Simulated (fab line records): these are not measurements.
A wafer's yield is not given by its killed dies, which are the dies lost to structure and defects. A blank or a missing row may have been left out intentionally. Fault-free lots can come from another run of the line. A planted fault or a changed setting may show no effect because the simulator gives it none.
fab line records ; flow nand-harc
[record] lots = 6; wafers = 18; last-day = 24
route steps=1159 shown A_STAIRCASE@537 END@1159
lots that met no fault: from a run of the same line without faults
start-h: start of the lot's first displayed wafer, in hours after the record's first day ; wait-h: hours from the lot's prior step to this one ; " unchanged from the row above ; L1.1+2: a row that stands for several wafers ; - value missing, or start not given ; * or withheld: withheld ; < > ~ a bound
route shown NAME@n: a module of which the file shows steps, and the number in the route of the first ; usual: mean and standard deviation over wafers with no fault ; same: alike in all rows ; chamber/n: place in a boat ; sites: each site's reading ; _std_site: how widely they spread, as a standard deviation ; _edge_site: the outer-site mean with the inner-site mean subtracted ; radius-mm: how far each site lies from the wafer's centre ; mask NAME#n: copy n ; behind: the tool/chamber that last shaped the wafer ; hold: cause of the lot's hold/its duration in hours/its outcome ; device: names the non-switching transistor (n, p or np) ; end of line: tests run on the same wafers once the route is complete ; where a step has no rows: the recipe by itself ; killed: count of dies lost to structure and defects at first sort (not the wafer's yield) ; map: the dies of a wafer, with x for killed, . for not killed, _ for no die there
set.NAME: the setting as run; set.NAME@STEP: as run at that earlier step ; model.NAME: the simulator's own value behind a step, which no gauge read
a table for each step, a row for each wafer; lots at some steps of the route
services: from which hour (start-h, from the record's first day; less than 0 if before it) a tool's chamber was out of use, for how many hours, and why
[[steps]]
[step NHARC_A_STAIRCASE_DEHYDRATE_01]
[recipe] temp-c = 150; time-s = 120
[step NHARC_A_STAIRCASE_HMDS_02]
[recipe] time-s = 30
[step NHARC_A_STAIRCASE_COAT_03]
[recipe] spin-rpm = 1200
[step NHARC_A_STAIRCASE_SOFTBAKE_04]
[recipe] temp-c = 135; time-s = 170
[step NHARC_A_STAIRCASE_EBR_05]
[step NHARC_A_STAIRCASE_EXPOSE_06]
[recipe] na = 0.5; dose-mj = 25.43; mask-id = STAIR
[step NHARC_A_STAIRCASE_PEB_07]
[recipe] peb-temp-c = 115; peb-time-s = 130
[step NHARC_A_STAIRCASE_DEVELOP_08]
[recipe] time-s = 140
[step NHARC_A_STAIRCASE_HARDBAKE_10]
[recipe] temp-c = 120; time-s = 140
[step NHARC_A_STAIRCASE_DESCUM_11]
[recipe] time-s = 3; o2-flow-sccm = 200; ar-flow-sccm = 0; bias-power-w = 0; chemistry = O2
[usual] chamber-pressure-mTorr = 60.00/0.05; drypump-motor-current-A = 5.5/0.41; oes-product-au = 1.002/0.0081; rf-vpp-V = 57.9/0.89; showerhead-plenum-p-Torr = 1.90/0.089; throttle-valve-pct = 11.310/0.0091
lot.wafer;tool;chamber;start-h;wait-h;chamber-pressure-mTorr;drypump-motor-current-A;oes-product-au;rf-hours-counter-h;rf-vpp-V;showerhead-plenum-p-Torr;throttle-valve-pct
L324.1;rie-diel-05;0;220.47;-;59.99;6.1;1.006;18;58.8;1.77;11.302
L324.2;rie-diel-05;2;220.47;-;60.03;5.3;1.010;16;56.5;1.94;11.308
L324.4;rie-diel-05;3;220.47;-;60.04;5.0;1.001;15;58.3;1.88;11.306
L335.2;rie-diel-05;3;311.02;-;59.95;5.0;1.010;40;56.2;1.87;11.330
L335.4;rie-diel-05;1;311.02;-;59.96;6.0;1.001;50;58.9;1.90;11.296
L335.5;rie-diel-05;3;311.02;-;59.91;5.0;1.010;-;58.6;1.87;11.331
L336.4;rie-diel-05;1;323.09;-;59.90;6.0;0.999;54;57.0;1.90;11.304
L336.2;rie-diel-05;3;323.09;-;60.02;5.0;1.009;45;57.6;1.87;11.314
L336.1;rie-diel-05;0;323.09;-;59.96;6.1;1.001;57;57.8;1.76;11.294
L342.2;rie-diel-10;2;343.09;-;59.98;6.1;1.009;57;58.3;2.01;11.313
L342.6;rie-diel-10;1;343.09;-;60.03;5.4;0.997;-;58.7;2.06;11.305
L342.5;rie-diel-10;2;343.09;-;60.03;6.1;1.002;-;58.0;2.01;11.296
L347.4;rie-diel-01;1;363.45;-;59.92;6.0;0.996;18;59.5;1.98;11.315
L347.3;rie-diel-01;2;363.45;-;60.08;5.4;1.003;19;58.3;1.80;11.303
L347.6;rie-diel-01;0;363.45;-;60.02;5.6;1.003;-;57.5;1.83;11.312
L346.2;rie-diel-10;2;369.14;-;59.98;6.1;1.001;2;59.2;2.01;11.316
L346.4;rie-diel-10;0;369.14;-;60.04;5.2;0.993;2;58.4;1.80;11.306
L346.3;rie-diel-10;1;369.14;-;60.09;5.4;0.994;2;59.0;2.06;11.309
[step NHARC_A_STAIRCASE_TRIM_12]
[recipe] time-s = 211.2; o2-flow-sccm = 500; ar-flow-sccm = 0; bias-w = 0; chemistry = O2
[usual] chamber-pressure-mTorr = 60.00/0.059; drypump-motor-current-A = 5.5/0.41; oes-product-au = 1.003/0.0073; rf-vpp-V = 57.6/0.87; showerhead-plenum-p-Torr = 3.49/0.16; throttle-valve-pct = 17.036/0.0092
lot.wafer;tool;chamber;start-h;wait-h;chamber-pressure-mTorr;drypump-motor-current-A;oes-product-au;rf-hours-counter-h;rf-vpp-V;showerhead-plenum-p-Torr;throttle-valve-pct
L324.2;rie-diel-05;0;220.57;0.1;59.96;6.1;1.007;18;56.6;3.29;17.021
L324.1;rie-diel-05;1;220.57;0.1;60.04;6.0;0.996;16;58.4;3.52;17.017
L324.4;rie-diel-05;2;220.57;0.1;60.11;5.4;1.007;16;58.9;3.57;17.034
L335.4;rie-diel-05;1;311.10;0.1;59.97;6.0;1.003;50;57.2;3.50;17.052
L335.2;rie-diel-05;0;311.10;0.1;59.99;6.1;1.002;53;56.7;3.27;17.032
L335.5;rie-diel-05;1;311.10;0.1;60.05;6.0;1.003;-;58.7;3.50;17.048
L336.4;rie-diel-05;2;323.18;0.1;60.00;5.3;0.999;52;58.0;3.55;17.044
L336.1;rie-diel-05;3;323.18;0.1;59.97;5.0;1.016;45;57.1;3.45;17.029
L336.2;rie-diel-05;0;323.18;0.1;60.00;6.1;1.000;57;58.1;3.27;17.043
L342.2;rie-diel-10;2;343.19;0.1;59.95;6.1;1.015;57;58.3;3.69;17.038
L342.6;rie-diel-10;0;343.19;0.1;60.06;5.3;1.012;-;57.5;3.34;17.028
L342.5;rie-diel-10;1;343.19;0.1;59.89;5.5;1.005;-;57.1;3.78;17.055
L347.4;rie-diel-01;0;363.53;0.1;60.09;5.6;1.001;19;57.8;3.38;17.024
L347.3;rie-diel-01;1;363.53;0.1;60.08;6.0;1.007;18;58.2;3.65;17.022
L347.6;rie-diel-01;1;363.53;0.1;60.00;6.0;0.999;-;58.5;3.65;17.038
L346.4;rie-diel-10;2;369.23;0.1;60.02;6.1;1.012;2;57.9;3.69;17.034
L346.2;rie-diel-10;3;369.23;0.1;59.92;5.3;0.998;2;58.3;3.64;17.049
L346.3;rie-diel-10;0;369.23;0.1;60.03;5.2;1.001;2;57.8;3.33;17.028
[step NHARC_A_STAIRCASE_ETCH_13]
[recipe] target-depth-a = 1000; time-s = 40.5; ion-energy-ev = 400; c4f8-flow-sccm = 20; o2-flow-sccm = 10; ar-flow-sccm = withheld; rf-w = 600; bias-w = 1000; chemistry = C4F8/O2
[usual] chamber-pressure-mTorr = 24.997/0.022; oes-product-au = 0.941/0.014; rf-vpp-V = 895/6
lot.wafer;tool;chamber;start-h;wait-h;chamber-pressure-mTorr;oes-product-au;rf-hours-counter-h;rf-vpp-V
L324.4;rie-diel-05;1;220.71;-;24.984;0.941;16;898
L324.1;rie-diel-05;3;220.71;-;25.003;0.943;15;894
L324.2;rie-diel-05;0;220.71;-;24.948;0.926;18;886
L335.4;rie-diel-05;3;311.25;-;25.004;0.953;40;893
L335.2;rie-diel-05;1;311.25;-;24.982;0.953;50;894
L335.5;rie-diel-05;0;311.25;-;24.996;1.097;-;887
L336.1;rie-diel-05;3;323.33;-;24.960;0.956;45;893
L336.2;rie-diel-05;0;323.33;-;24.981;1.103;57;885
L336.4;rie-diel-05;1;323.33;-;24.982;0.950;54;894
L342.2;rie-diel-10;3;343.34;-;25.027;0.950;58;899
L342.6;rie-diel-10;1;343.34;-;25.005;0.926;-;906
L342.5;rie-diel-10;2;343.34;-;24.971;0.942;-;903
L347.4;rie-diel-01;2;363.69;-;25.024;0.965;19;888
L347.3;rie-diel-01;1;363.69;-;24.992;0.941;18;900
L347.6;rie-diel-01;2;363.69;-;25.020;0.980;-;889
L346.3;rie-diel-10;2;369.38;-;25.007;0.946;2;903
L346.4;rie-diel-10;3;369.38;-;24.969;0.939;2;899
L346.2;rie-diel-10;0;369.38;-;25.016;0.967;2;888
[step NHARC_A_STAIRCASE_TRIM_14]
[recipe] time-s = 211.2; o2-flow-sccm = 500; ar-flow-sccm = 0; bias-w = 0; chemistry = O2
[usual] chamber-pressure-mTorr = 60.01/0.053; drypump-motor-current-A = 5.6/0.42; oes-product-au = 1.003/0.0066; rf-vpp-V = 57.7/0.87; showerhead-plenum-p-Torr = 3.50/0.16; throttle-valve-pct = 17.036/0.0083
lot.wafer;tool;chamber;start-h;wait-h;chamber-pressure-mTorr;drypump-motor-current-A;oes-product-au;rf-hours-counter-h;rf-vpp-V;showerhead-plenum-p-Torr;throttle-valve-pct
L324.2;rie-diel-05;2;-;-;60.06;5.4;1.008;16;57.6;3.57;17.027
L324.1;rie-diel-05;3;-;-;60.04;5.0;1.009;15;58.4;3.47;17.057
L324.4;rie-diel-05;1;-;-;59.91;6.0;0.992;16;57.2;3.52;17.036
L335.4;rie-diel-05;0;-;-;59.96;6.1;1.000;53;58.4;3.27;17.047
L335.2;rie-diel-05;1;-;-;59.88;6.1;0.995;50;58.0;3.50;17.053
L335.5;rie-diel-05;0;-;-;60.03;6.0;0.995;-;56.5;3.27;17.039
L336.2;rie-diel-05;3;-;-;59.99;5.0;1.001;45;55.5;3.45;17.029
L336.4;rie-diel-05;0;-;-;59.92;6.1;0.991;57;57.6;3.27;17.038
L336.1;rie-diel-05;1;-;-;59.95;6.0;0.993;54;58.3;3.50;17.032
L342.2;rie-diel-10;3;-;-;60.07;5.3;0.998;58;60.5;3.64;17.041
L342.5;rie-diel-10;2;-;-;60.05;6.1;1.013;-;57.9;3.69;17.048
L342.6;rie-diel-10;3;-;-;59.96;5.3;0.996;-;57.4;3.64;17.021
L347.4;rie-diel-01;1;-;-;59.97;6.0;1.006;18;58.8;3.65;17.030
L347.3;rie-diel-01;2;-;-;59.95;5.4;0.997;19;56.7;3.33;17.035
L347.6;rie-diel-01;1;-;-;59.94;6.0;1.004;-;56.4;3.65;17.034
L346.3;rie-diel-10;3;-;-;59.96;5.3;0.998;2;58.2;3.64;17.030
L346.4;rie-diel-10;0;-;-;60.08;5.2;0.997;2;58.7;3.33;17.029
L346.2;rie-diel-10;1;-;-;60.01;5.4;1.007;2;58.0;3.77;17.043
[step NHARC_END_SORT_01]
[recipe] temp-c = 25
[usual] killed-at-array = 28/8.9; killed-at-other = 0.8/1.2; killed-at-periphery = 3.3/2.3; killed-dies = 32/9.4; killed-open = 3.2/1.8; killed-short = 1.9/1.4
[same] gross-dies = 677
lot.wafer;tool;chamber;start-h;wait-h;hold;killed-at-array;killed-at-other;killed-at-periphery;killed-dies;killed-open;killed-short
L324.1;prober-01;0;448.75;2.5;-;16;1;3;20;2;2
L324.2;prober-01;0;449.55;2.8;-;19;1;2;22;0;4
L324.4;prober-01;0;451.14;3.4;-;18;1;3;22;4;1
L335.2;prober-01;0;526.05;2.8;await-dispo/3.0h/release;29;0;1;30;3;3
L335.4;prober-01;0;527.64;3.4;await-dispo/3.0h/release;27;0;1;28;3;2
L335.5;prober-01;0;528.44;3.7;await-dispo/3.0h/release;402;0;2;404;5;1
L336.1;prober-02;0;529.35;2.5;await-dispo/3.2h/release;37;6;1;44;2;0
L336.2;prober-02;0;530.16;2.8;await-dispo/3.2h/release;404;3;5;412;5;2
L336.4;prober-02;0;531.78;3.4;await-dispo/3.2h/release;32;3;6;41;3;1
L346.2;prober-01;0;585.59;2.8;-;16;0;6;22;5;2
L346.3;prober-01;0;586.40;3.1;-;23;2;3;28;2;0
L346.4;prober-01;0;587.21;3.4;-;27;0;1;28;5;2
// killed by level:class
L324.1 A_SLIT:chamber-film-flake=11 A_STAIRCASE:chamber-film-flake=2 P_CONTACT:geometric-particle:open=1 P_M0:geometric-particle:short=1 A_WL_FILL:geometric-particle:short=1 STARTING-WAFER:geometric-particle:open=1 P_M1:chamber-film-flake=1 A_CHANNEL_HOLE_D1:chamber-film-flake=1
L324.2 A_SLIT:chamber-film-flake=13 A_WL_FILL:geometric-particle:short=2 A_CHANNEL_FILL_D1:chamber-film-flake=2 P_GATE:geometric-particle:short=1 P_M1:geometric-particle:short=1 A_STAIRCASE:chamber-film-flake=1 A_CONTACT:chamber-film-flake=1 THIN_TSV:chamber-film-flake=1
L324.4 A_SLIT:chamber-film-flake=11 A_CONTACT:geometric-particle:open=2 P_CONTACT:geometric-particle:open=1 A_CHANNEL_HOLE_D1:geometric-particle:short=1 A_CHANNEL_FILL_D1:geometric-particle:open=1 P_STI:chamber-film-flake=1 P_M1:chamber-film-flake=1 A_CHANNEL_HOLE_D1:chamber-film-flake=1
L335.2 A_SLIT:chamber-film-flake=12 A_CHANNEL_HOLE_D1:chamber-film-flake=6 A_STAIRCASE:chamber-film-flake=3 A_WL_FILL:geometric-particle:short=2 A_CONTACT:geometric-particle:open=2 P_GATE:geometric-particle:open=1 A_CONTACT:geometric-particle:short=1 A_CHANNEL_FILL_D1:chamber-film-flake=1
L335.4 A_SLIT:chamber-film-flake=14 A_CHANNEL_HOLE_D1:chamber-film-flake=3 A_STAIRCASE:chamber-film-flake=3 A_WL_FILL:chamber-film-flake=2 P_M0:geometric-particle:open=1 A_ONON_D1:geometric-particle:open=1 A_CHANNEL_FILL_D1:geometric-particle:short=1 A_CHANNEL_FILL_D1:geometric-particle:open=1
L335.5 A_STAIRCASE:area-etch=377 A_SLIT:chamber-film-flake=12 A_CHANNEL_HOLE_D1:chamber-film-flake=5 A_STAIRCASE:chamber-film-flake=3 P_CONTACT:geometric-particle:open=1 P_M0:geometric-particle:open=1 A_CHANNEL_FILL_D1:geometric-particle:open=1 A_WL_FILL:geometric-particle:open=1
L336.1 A_CHANNEL_HOLE_D1:chamber-film-flake=19 A_STAIRCASE:chamber-film-flake=9 A_CONTACT:chamber-film-flake=8 THIN_TSV:chamber-film-flake=6 P_GATE:geometric-particle:open=1 A_WL_FILL:geometric-particle:open=1
L336.2 A_STAIRCASE:area-etch=365 A_CHANNEL_HOLE_D1:chamber-film-flake=14 A_CONTACT:chamber-film-flake=12 A_STAIRCASE:chamber-film-flake=8 THIN_TSV:chamber-film-flake=3 A_M0:geometric-particle:short=2 P_STI:chamber-film-flake=2 P_GATE:geometric-particle:open=1
L336.4 A_CHANNEL_HOLE_D1:chamber-film-flake=13 A_STAIRCASE:chamber-film-flake=10 A_CONTACT:chamber-film-flake=7 THIN_TSV:chamber-film-flake=3 P_CONTACT:geometric-particle:open=2 P_STI:chamber-film-flake=2 A_ONON_D1:geometric-particle:short=1 A_CONTACT:geometric-particle:open=1
L346.2 A_CHANNEL_HOLE_D1:chamber-film-flake=5 P_M0:geometric-particle:open=3 A_SGD_CUT:chamber-film-flake=3 A_CONTACT:chamber-film-flake=3 A_ZERO_WELL:chamber-film-flake=2 P_M0:geometric-particle:short=1 A_CHANNEL_FILL_D1:geometric-particle:short=1 A_CHANNEL_FILL_D1:geometric-particle:open=1
L346.3 A_SGD_CUT:chamber-film-flake=8 A_CHANNEL_HOLE_D1:chamber-film-flake=7 A_CONTACT:chamber-film-flake=5 STARTING-WAFER:geometric-particle:open=2 A_CHANNEL_FILL_D1:chamber-film-flake=2 P_ZERO_WELL:chamber-film-flake=1 P_STI:chamber-film-flake=1 P_GATE:chamber-film-flake=1
L346.4 A_SGD_CUT:chamber-film-flake=10 A_CHANNEL_HOLE_D1:chamber-film-flake=8 A_CONTACT:geometric-particle:open=3 A_SOURCE_PLATE:geometric-particle:open=1 A_SOURCE_PLATE:geometric-particle:short=1 A_WL_FILL:geometric-particle:open=1 A_M0:geometric-particle:short=1 P_ZERO_WELL:chamber-film-flake=1
// map L335.5 (x killed, . not)
____________.____________
_________....xxx_________
_______.......x.x._______
______.....xxxxx.x.______
_____...x..xxx.xxx.._____
____.....x..xxxxx....____
____....xxx.xxxxxxxx.____
___..x...xxxxxxxxxxxxx___
___..xxx.xxxxxxxxxxx..___
__..x..xxxxxxxxx.x.xx..__
__.....xxxxxxxxxxxx.x..__
_....xxxxxxxxxx.xxxxxx.._
_.x..xxxxxxxxxxxxxxxxx.._
_..xxxxxxxxxxxxxxxxxx..._
_..x.xxxxxxxxxxxxxxxx..._
_.....xxxxxxxxxxxxxx.xxx_
..xxx.xxxxxxxxxxxxxxxx...
...x..xxxxxxxxxxxxxxxx...
..xxxxxxxxxxxxxxxxxxxx...
.x...xxxxxxxxxxxxxxxxxx..
.......xxxxxxxxxxx.xxxx..
_..x..xxxxxxxxxxxxxxx..._
_...xxxxxxxxxxxxxxxxxxx._
_.x.xxxxxxxxxxxxxxxxx..._
_.....xxxxxxxxxxxxxxx.xx_
_.x...x.x.xxxxxxxxxxx..x_
__.....xxxxxxxxxxxx..x.__
__..x.x..xxx.xxxxx.xx..__
___......xx.x.xxx.....___
___.x...xxxxxxxx..x.x.___
____....xx....xx..xx.____
____.....x..x.x.x....____
_____.........x....._____
______.............______
_______.....x....._______
_________......._________
____________.____________
// map L336.2 (x killed, . not)
____________x____________
_________.....x._________
_______.x..xxx.x.._______
______......xxxx..x______
_____xx.x.xxxxxxxx.x_____
____.xx.xxxx..xx.xxx.____
____...xxxxxxxxxxxxxx____
___...xx..x.xxxxxxxxx.___
___..xx.xxx.xxxx.xx.xx___
__xx..x..xxxxx.xxxxxxx.__
__.xx..xxxxxxxx.xx.xxxx__
_.....xxxxx.xxxxxxx.xxx._
_..x...x.xxxxxxxxxxxxxx._
_......xxxxxxxxx.xxxxxx._
_..x..xxxxxxxxxxxxxxxx.x_
_.....xxxxxxxxxxxxxx.xxx_
....x.xxx.xxxx.xxx.x.x.x.
...xxxx..xxxxxxx.xxxx.xx.
..xx.xxxxxxxxxx.xxxxxx.xx
.....xxxxxxxx.xxxxxxxxx..
......xxx.xxxxxxx.xxxx.x.
_..x.xx.xxxxxxxxxxxxxx.x_
_...x.xxxx.xxxxx.xxx..xx_
_......xxxxxxxxxxx.xxxxx_
_...x.xxxxxxxxxxx.xxxxxx_
_...x.xxxx.xx.xxxxxx.xx._
__......x.x.x.xxx.xxx.x__
__......xx.x.x.xxxx....__
___.....xxx...xxxx...x___
___.......xx.....xx..x___
____...x..xxxxxx.xxx.____
____..x..x....xxxxx..____
_____xx..x.x.xx...x._____
______......x.x.xxx______
_______..........x_______
_________......._________
____________.____________
[[services]]
tool;chamber;start-h;hours;kind
rie-diel-05;0;197.25;-;clean
rie-diel-05;1;197.25;-;clean
rie-diel-05;2;197.25;-;clean
rie-diel-05;3;197.25;-;clean
rie-diel-05;3;211.75;6.3;repair
rie-diel-05;0;222.88;-;clean
rie-diel-05;1;222.88;-;clean
rie-diel-05;2;222.88;-;clean
rie-diel-05;3;222.88;-;clean
rie-diel-05;3;238.27;3.0;repair
rie-diel-05;0;247.88;-;clean
rie-diel-05;1;247.88;-;clean
rie-diel-05;2;247.88;-;clean
rie-diel-05;3;247.88;-;clean
rie-diel-05;0;272.38;-;clean
rie-diel-05;1;272.38;-;clean
rie-diel-05;2;272.38;-;clean
rie-diel-05;3;272.38;-;clean
rie-diel-05;0;296.92;-;clean
rie-diel-05;1;296.92;-;clean
rie-diel-05;2;296.92;-;clean
rie-diel-01;-;315.10;9.0;pm
rie-diel-05;-;340.75;9.0;pm
rie-diel-10;-;353.50;9.0;pm
[[key]]
[first-sign] step = NHARC_A_STAIRCASE_ETCH_13; reading = oes-product-au; direction = up; sigmas = 12; usual = 0.941; struck = 1.100
[effect] step = NHARC_END_SORT_01; reading = killed-at-array; direction = up; sigmas = 42; usual = 28; struck = 403
[more-kills-born-at] NHARC_A_STAIRCASE_ETCH_13@rie-diel-05 = 742
met-at NHARC_A_STAIRCASE_ETCH_13
struck-wafers L335.5,L336.2
later-rows-left-out L335.5,L336.2
tester-left-out L335,L336
onset-between 220.71 311.25
[fault] kind = process-parameter-drift; tool = rie-diel-05; chamber = 0; onset-h = 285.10; steps = NHARC_A_STAIRCASE_ETCH_13; channel = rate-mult; offset = 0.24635; shape = step; end-h = 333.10
// tester-left-out: of these lots the tester's yield and bins aren't shown, on N5 and GAA mostly nor the transistor test; their killed dies are dies lost to structure and defects alone, not to doping, threshold or leakage, so they don't give the yield
// later-rows-left-out: the simulator's readings of these wafers behind a module that went badly wrong aren't trusted and aren't shown, but for the sort
